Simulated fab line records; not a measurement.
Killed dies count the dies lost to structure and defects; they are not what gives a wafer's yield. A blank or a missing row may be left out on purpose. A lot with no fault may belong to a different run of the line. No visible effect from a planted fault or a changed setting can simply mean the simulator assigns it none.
Struck lot and sound lot, side by side    flow nand-harc    12 out of 1302 route steps
Sound: the wafers L509.3, L509.5, L509.6. Wafers struck: L515.1, L515.2. The cause comes at the end.
At each step with rows: each side's tool, then ch and its chambers, then its first start. Under that, the readings that differ: sound wafers    struck wafers    difference of the means    sigmas: that difference in standard deviations of wafers without a fault.
alike: words and numbers the same on both sides, and readings whose means are apart by under 2 such deviations; not compared: readings that were withheld, readings missing a value for some wafer, numbers with overlapping values and no deviation given by the record, and bounds like >300 which may hide the same value.
Wherever a step has rows on one side only, a row that says differs or no value, or a row with sigmas, the two part there. Numbers that have no deviation but don't overlap get no sigmas and don't part them. Lack of a reading on every wafer of one side parts them only where that side has two or more wafers.

first, 2 steps without rows for these wafers: NHARC_A_SOURCE_PLATE_SRD_01; NHARC_A_SOURCE_PLATE_OXIDE_02 (material SiO2, target thk 10 nm, ox time 1362 s).
NHARC_A_SOURCE_PLATE_THK_MEAS_09: measures by ellipsometry.
  sound: film-metro-01 at day 7 18:53; struck: film-metro-01 at day 9 23:01
  alike: thk-nm
then, 3 steps without rows for these wafers: NHARC_A_SOURCE_PLATE_PVD_04 (deposits WSi2, target thk 50 nm); NHARC_A_SOURCE_PLATE_CVD_03 (deposits poly-Si, target thk 200 nm, time 4000 s); NHARC_A_SOURCE_PLATE_ANNEAL_05 (time 1800 s).
NHARC_A_SOURCE_PLATE_THK_MEAS_06: measures by ellipsometry.
  sound: film-metro-02 at day 8 08:11; struck: film-metro-01 at day 10 12:22
  alike: thk-nm
NHARC_A_SOURCE_PLATE_INSPECT_08:
  sound: defect-inspect-02 at day 8 08:15; struck: defect-inspect-01 at day 10 12:27
  alike: raw-defect-count
then, 1 step without rows for these wafers: NHARC_A_ONON_D1_DEP_00 (target thk 1000 nm).
NHARC_A_ONON_D1_THK_MEAS_02: measures by ellipsometry.
  sound: film-metro-02 at day 8 08:50; struck: film-metro-01 at day 10 13:02
  alike: thk-nm
NHARC_A_ONON_D1_DEP_03: target thk 1000 nm.
  sound on pecvd-onon-01 ch 0, day 8 09:00; struck on pecvd-onon-01 ch 0, day 10 13:05
NHARC_A_ONON_D1_THK_MEAS_05: measures by ellipsometry.
  sound: film-metro-02 at day 8 09:24; struck: film-metro-02 at day 10 13:46
reading      sound           struck   difference  sigmas
thk-nm (nm)  1002 1002 1002  339 340  -662        -70
  not compared: hold

WHERE THEY PART
At NHARC_A_ONON_D1_THK_MEAS_05 and nowhere else, as far as this record goes.

WHY: whatever the simulator had introduced
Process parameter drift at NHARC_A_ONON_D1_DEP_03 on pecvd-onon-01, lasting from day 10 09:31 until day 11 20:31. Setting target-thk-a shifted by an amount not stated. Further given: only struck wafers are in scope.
